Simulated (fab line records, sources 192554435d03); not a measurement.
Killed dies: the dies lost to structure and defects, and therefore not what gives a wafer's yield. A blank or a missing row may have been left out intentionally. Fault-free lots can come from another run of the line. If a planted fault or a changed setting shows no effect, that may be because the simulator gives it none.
fab line records -- flow n5-finfet
record: lots: 12, wafers: 33, last-day: 17
route steps=1938 shown BEOL_M15@1827 MIM_TOP@1837 MIM_TOP_LITHO@1843 PASSIVATION@1936
lots untouched by any fault: they come from a run of this same line in which no faults occurred
start-h: hours from the record's opening day to when the first of the lot's shown wafers began -- wait-h: hours elapsed since this lot's preceding step -- " same as the row above -- L1.1+2: several wafers, shown together as one row -- - no value, or no start given -- * or withheld: withheld -- < > ~ a bound
route shown NAME@n: names a module that has steps shown in the file, with the first one's number in the route -- usual: mean and standard deviation over wafers with no fault -- same: alike in all rows -- chamber/n: place in a boat -- sites: the reading at each site -- _std_site: their standard deviation -- _edge_site: mean of outer sites minus mean of inner sites -- radius-mm: for every site, how far away it sits from the centre of the wafer -- mask NAME#n: copy n -- behind: the tool/chamber that last shaped the wafer -- hold: cause of the lot's hold/its duration in hours/its outcome -- device: names the non-switching transistor (n, p or np) -- end of line: tests of these same wafers at the route's end -- a step given without rows: its recipe and nothing more -- killed: at the first sort, the dies lost to defects and structure; wafer yield is something else -- map: the dies of a wafer, with x for killed, . for not killed, _ for no die there
set.NAME: the setting that was run; set.NAME@STEP: the one run at that earlier step -- model.NAME: the simulator's own value behind a step, which no gauge read
the route's steps for a sample of lots (tables are steps, rows are wafers)
services: from which hour (start-h, from the record's first day; less than 0 if before it) a tool's chamber was out of use, for how many hours, and why
== steps ==
step: N5_BEOL_M15_DEP_53
recipe: material: SiCN, target-thk-a: 500, temp-c: withheld, precursor: 3MS/NH3, pressure-torr: 3, rf-w: 675, time-s: 17.8
usual: showerhead-plenum-p-Torr: 4.145/0.02, throttle-valve-pct: 18.4/1.3
lot.wafer,tool,chamber,start-h,wait-h,showerhead-plenum-p-Torr,throttle-valve-pct
L553.2,pecvd-02,2,237.26,0.0,4.165,16.6
L553.3,pecvd-02,1,237.26,0.0,4.179,19.0
L555.2,pecvd-03,0,243.72,0.0,4.149,18.8
L555.6,pecvd-03,2,243.72,0.0,4.131,17.6
L558.3,pecvd-04,0,272.22,0.0,4.124,18.3
L558.5,pecvd-04,2,272.22,0.0,4.145,16.8
L558.6,pecvd-04,0,272.22,0.0,4.127,18.7
L562.4,pecvd-04,1,287.72,0.0,4.157,20.8
L562.5,pecvd-04,2,287.72,0.0,4.144,16.4
L562.6,pecvd-04,0,287.72,0.0,4.115,18.4
L561.2,pecvd-02,2,289.42,0.0,4.149,16.9
L561.4,pecvd-02,0,289.42,0.0,4.129,18.0
L563.3,pecvd-04,0,290.37,0.0,4.110,18.4
L563.4,pecvd-04,1,290.37,0.0,4.167,20.9
L563.5,pecvd-04,0,290.37,0.0,4.119,18.6
L566.2,pecvd-04,0,313.46,0.0,4.111,18.4
L566.3,pecvd-04,1,313.46,0.0,4.165,20.9
L566.6,pecvd-04,1,313.46,0.0,4.169,20.8
L567.1,pecvd-03,1,326.67,0.0,4.144,18.9
L567.2,pecvd-03,2,326.67,0.0,4.144,17.8
L567.4,pecvd-03,2,326.67,0.0,4.145,17.8
L571.2,pecvd-02,1,337.30,0.0,4.171,18.9
L571.4,pecvd-02,2,337.30,0.0,4.159,16.9
L571.6,pecvd-02,1,337.30,0.0,4.189,19.1
L572.1,pecvd-04,1,342.28,0.0,4.171,20.9
L572.5,pecvd-04,2,342.28,0.0,4.138,16.8
L572.6,pecvd-04,0,342.28,0.0,4.112,18.4
L573.2,pecvd-04,0,347.25,0.0,4.115,18.7
L573.3,pecvd-04,2,347.25,0.0,4.145,16.8
L573.5,pecvd-04,1,347.25,0.0,4.160,20.6
L576.2,pecvd-04,2,386.78,0.0,4.138,16.5
L576.3,pecvd-04,1,386.78,0.0,4.166,21.1
L576.6,pecvd-04,1,386.78,0.0,4.155,20.8
step: N5_MIM_TOP_DEGAS_04
recipe: ambient: vacuum, temp-c: 300, time-s: 60
usual: heater-power-w: 457/33
lot.wafer,tool,chamber,start-h,wait-h,heater-power-w
L553.2,pvd-sputter-01,-,240.97,-,503
L553.3,pvd-sputter-01,-,240.97,-,461
L555.2,pvd-sputter-02,-,246.13,-,417
L555.6,pvd-sputter-02,-,246.13,-,495
L558.3,pvd-sputter-02,-,274.23,-,437
L558.5,pvd-sputter-02,-,274.23,-,433
L558.6,pvd-sputter-02,-,274.23,-,423
L562.4,pvd-sputter-02,-,290.95,-,440
L562.5,pvd-sputter-02,-,290.95,-,414
L562.6,pvd-sputter-02,-,290.95,-,493
L561.2,pvd-sputter-03,-,292.84,-,470
L561.4,pvd-sputter-03,-,292.84,-,499
L563.3,pvd-sputter-01,-,293.69,-,421
L563.4,pvd-sputter-01,-,293.69,-,499
L563.5,pvd-sputter-01,-,293.69,-,443
L566.2,pvd-sputter-03,-,316.05,-,511
L566.3,pvd-sputter-03,-,316.05,-,469
L566.6,pvd-sputter-03,-,316.05,-,428
L567.1,pvd-sputter-02,-,329.64,-,490
L567.2,pvd-sputter-02,-,329.64,-,427
L567.4,pvd-sputter-02,-,329.64,-,426
L571.2,pvd-sputter-02,-,340.72,-,427
L571.4,pvd-sputter-02,-,340.72,-,486
L571.6,pvd-sputter-02,-,340.72,-,445
L572.1,pvd-sputter-01,-,344.96,-,490
L572.5,pvd-sputter-01,-,344.96,-,398
L572.6,pvd-sputter-01,-,344.96,-,440
L573.2,pvd-sputter-03,-,350.27,-,514
L573.3,pvd-sputter-03,-,350.27,-,489
L573.5,pvd-sputter-03,-,350.27,-,502
L576.2,pvd-sputter-02,-,390.29,-,502
L576.3,pvd-sputter-02,-,390.29,-,426
L576.6,pvd-sputter-02,-,390.29,-,455
step: N5_MIM_TOP_LITHO_EXPOSE_05
recipe: mask-id: MIM_TOP, na: 0.55, source-shape: conventional, sigma-outer: 0.8, polarization: unpolarized, target-cd-nm: 2000, dose-mj: 20.5
usual: exposure-dose-mJ-cm2: 20.484/0.02, focus-offset-nm: -0.1/0.47
same: sigma-outer: 0.8
lot.wafer,tool,chamber,start-h,wait-h,mask,exposure-dose-mJ-cm2,focus-offset-nm
L553.2,krf-scanner-01,0,241.39,-,MIM_TOP#0,20.526,-0.6
L553.3,krf-scanner-01,0,241.39,-,MIM_TOP#0,20.529,-0.3
L555.2,krf-scanner-01,0,246.39,-,MIM_TOP#0,20.519,-0.2
L555.6,krf-scanner-01,0,246.39,-,MIM_TOP#0,20.495,-0.6
L558.3,krf-scanner-02,0,274.63,-,MIM_TOP#0,20.497,0.4
L558.5,krf-scanner-02,0,274.63,-,MIM_TOP#0,20.505,0.7
L558.6,krf-scanner-02,0,274.63,-,MIM_TOP#0,20.493,0.4
L562.4,krf-scanner-02,0,291.35,-,MIM_TOP#0,20.502,-0.3
L562.5,krf-scanner-02,0,291.35,-,MIM_TOP#0,20.488,-0.5
L562.6,krf-scanner-02,0,291.35,-,MIM_TOP#0,20.512,-0.7
L561.2,krf-scanner-01,0,293.23,-,MIM_TOP#0,20.495,-0.4
L561.4,krf-scanner-01,0,293.23,-,MIM_TOP#0,20.473,-1.0
L563.3,krf-scanner-01,0,293.95,-,MIM_TOP#0,20.482,-0.1
L563.4,krf-scanner-01,0,293.95,-,MIM_TOP#0,20.484,-0.3
L563.5,krf-scanner-01,0,293.95,-,MIM_TOP#0,20.503,0.1
L566.2,krf-scanner-01,0,316.31,-,MIM_TOP#0,19.994,0.0
L566.3,krf-scanner-01,0,316.31,-,MIM_TOP#0,19.981,-0.1
L566.6,krf-scanner-01,0,316.31,-,MIM_TOP#0,20.010,0.4
L567.1,krf-scanner-01,0,329.89,-,MIM_TOP#0,20.100,-0.1
L567.2,krf-scanner-01,0,329.89,-,MIM_TOP#0,20.088,-0.5
L567.4,krf-scanner-01,0,329.89,-,MIM_TOP#0,20.072,-0.2
L571.2,krf-scanner-02,0,340.98,-,MIM_TOP#0,20.483,0.3
L571.4,krf-scanner-02,0,340.98,-,MIM_TOP#0,20.484,0.0
L571.6,krf-scanner-02,0,340.98,-,MIM_TOP#0,20.486,0.2
L572.1,krf-scanner-02,0,345.22,-,MIM_TOP#0,20.499,-1.0
L572.5,krf-scanner-02,0,345.22,-,MIM_TOP#0,20.501,-0.2
L572.6,krf-scanner-02,0,345.22,-,MIM_TOP#0,20.477,-0.5
L573.2,krf-scanner-02,0,350.53,-,MIM_TOP#0,20.466,0.1
L573.3,krf-scanner-02,0,350.53,-,MIM_TOP#0,20.484,0.1
L573.5,krf-scanner-02,0,350.53,-,MIM_TOP#0,20.472,0.2
L576.2,krf-scanner-02,0,390.55,-,MIM_TOP#0,20.488,-0.3
L576.3,krf-scanner-02,0,390.55,-,MIM_TOP#0,20.455,-0.6
L576.6,krf-scanner-02,0,390.55,-,MIM_TOP#0,20.457,0.1
step: N5_MIM_TOP_LITHO_INSPECT_12
recipe: mode: adi, inspect-instrument: macro
usual: raw-defect-count: 2.2/1.5
lot.wafer,tool,chamber,start-h,wait-h,raw-defect-count
L553.2,defect-inspect-01,-,241.61,0.0,5
L553.3,defect-inspect-01,-,241.61,0.0,3
L555.2,defect-inspect-02,-,246.61,0.0,2
L555.6,defect-inspect-02,-,246.61,0.0,4
L558.3,defect-inspect-02,-,274.85,0.0,0
L558.5,defect-inspect-02,-,274.85,0.0,5
L558.6,defect-inspect-02,-,274.85,0.0,6
L562.4,defect-inspect-02,-,291.56,0.0,2
L562.5,defect-inspect-02,-,291.56,0.0,3
L562.6,defect-inspect-02,-,291.56,0.0,1
L561.2,defect-inspect-02,-,293.45,0.0,0
L561.4,defect-inspect-02,-,293.45,0.0,0
L563.3,defect-inspect-01,-,294.17,0.0,1
L563.4,defect-inspect-01,-,294.17,0.0,3
L563.5,defect-inspect-01,-,294.17,0.0,1
L566.2,defect-inspect-01,-,316.53,0.0,2
L566.3,defect-inspect-01,-,316.53,0.0,1
L566.6,defect-inspect-01,-,316.53,0.0,0
L567.1,defect-inspect-01,-,330.12,0.0,1
L567.2,defect-inspect-01,-,330.12,0.0,2
L567.4,defect-inspect-01,-,330.12,0.0,2
L571.2,defect-inspect-02,-,341.21,0.0,1
L571.4,defect-inspect-02,-,341.21,0.0,3
L571.6,defect-inspect-02,-,341.21,0.0,1
L572.1,defect-inspect-01,-,345.45,0.0,2
L572.5,defect-inspect-01,-,345.45,0.0,2
L572.6,defect-inspect-01,-,345.45,0.0,0
L573.2,defect-inspect-02,-,350.75,0.0,6
L573.3,defect-inspect-02,-,350.75,0.0,3
L573.5,defect-inspect-02,-,350.75,0.0,0
L576.2,defect-inspect-01,-,390.78,0.0,1
L576.3,defect-inspect-01,-,390.78,0.0,2
L576.6,defect-inspect-01,-,390.78,0.0,3
step: N5_PASSIVATION_PROBE_49
usual: defect-limited-yield: 91.5/1.5, killed_at_M0_to_M3: 32/9.4, killed_at_M4_up: 12/5.1, killed-at-contacts: 11/7.4, killed-at-front-end: 41/11, killed-at-other: 3.4/2.5, killed-dies: 100/17, killed-open: 65/14, killed-short: 33/7, sort_bin_5_function: 4.9/0.96, sort_bin_6_memory: 3.1/0.7, sort-n-pass: 1080/17, sort-yield-pct: 91.5/1.5
same: gross-dies: 1180, killed-at-back-side: 0, sort_bin_4_leakage[%]: 0, sort_bin_8_speed[%]: 0
lot.wafer,tool,chamber,start-h,wait-h,defect-limited-yield[%],killed_at_M0_to_M3,killed_at_M4_up,killed-at-contacts,killed-at-front-end,killed-at-other,killed-dies,killed-open,killed-short,sort_bin_5_function[%],sort_bin_6_memory[%],sort-n-pass,sort-yield-pct[%]
L566.2,prober-01,-,326.44,0.1,88.5,50,13,10,51,12,136,68,58,6.1,4.4,1044,88.5
L566.6,prober-01,-,326.64,0.3,91.5,38,10,13,38,1,100,68,21,4.9,2.5,1080,91.5
killed by level:class
L566.2 BEOL_M0_SAQP:geometric-particle:short=15 FIN_SAQP:geometric-particle:short=13 BEOL_M0_SAQP:geometric-particle:open=11 HKMG_FIN:area-etch=10 FIN_SAQP:geometric-particle:open=9 MOL_CONTACT_COAG:geometric-particle:open=8 BEOL_M3:geometric-particle:short=8 BEOL_M3:geometric-particle:open=6
L566.6 MOL_CONTACT_COAG:geometric-particle:open=12 HKMG_FIN:area-etch=11 BEOL_M0_SAQP:geometric-particle:open=9 STI_FIN_REVEAL:geometric-particle:open=8 BEOL_M1:geometric-particle:open=8 BEOL_M4:geometric-particle:open=8 BEOL_M0_SAQP:geometric-particle:short=7 BEOL_M3:geometric-particle:open=7
== services ==
tool,chamber,start-h,hours,kind
krf-scanner-02,0,214.19,-,calibration
pecvd-02,1,226.80,2.1,scheduled-down
krf-scanner-02,-,230.84,0.8,pm
pecvd-04,1,236.36,2.1,scheduled-down
pecvd-04,-,238.23,0.5,repair
krf-scanner-02,-,238.52,0.2,repair
pecvd-02,-,250.62,2.8,pm
pecvd-04,0,251.52,12.3,repair
krf-scanner-02,-,258.13,11.6,pm
pecvd-03,-,271.33,1.2,repair
krf-scanner-01,-,280.58,0.8,pm
pvd-sputter-02,-,284.61,5.1,repair
pecvd-02,-,290.31,6.1,repair
pecvd-02,1,298.53,6.5,repair
krf-scanner-01,-,302.66,1.0,pm
krf-scanner-01,-,305.96,0.7,repair
pecvd-02,2,308.48,2.1,scheduled-down
krf-scanner-02,-,321.41,4.4,pm
pecvd-04,-,323.14,1.8,repair
krf-scanner-01,-,325.78,1.3,pm
krf-scanner-01,-,333.95,36.0,pm
krf-scanner-02,-,369.95,4.0,pm
krf-scanner-02,-,373.97,1.3,pm
krf-scanner-01,-,388.50,11.8,repair
== key ==
first-sign: step: N5_MIM_TOP_LITHO_EXPOSE_05, reading: exposure-dose-mJ-cm2, direction: down, sigmas: 22, usual: 20.484, struck: 20.041
effect none on later readings
met-at N5_MIM_TOP_LITHO_EXPOSE_05
struck-lots L566,L567
loop-trim: step: N5_MIM_TOP_LITHO_EXPOSE_05, setting: dose, lots: L567
baseline-loss: step: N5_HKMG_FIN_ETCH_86, wafers: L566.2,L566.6
not-acting-at N5_BEOL_M15_DEP_53,N5_MIM_TOP_DEGAS_04,N5_MIM_TOP_LITHO_INSPECT_12
onset-between 293.95 316.31
fault: kind: process-parameter-drift, tool: krf-scanner-01, chamber: -, onset-h: 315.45, steps: N5_MIM_TOP_LITHO_EXPOSE_05, channel: dose-mj, offset: -0.51277, shape: step, acts-in: these-recipes-only, stated: 20.5
loop-trim: a control loop set the setting to another value than it would have without faults
baseline-loss: these wafers lose ten dies or more at that step, a loss of the line's own and not of a fault; the sort's usual values leave them out
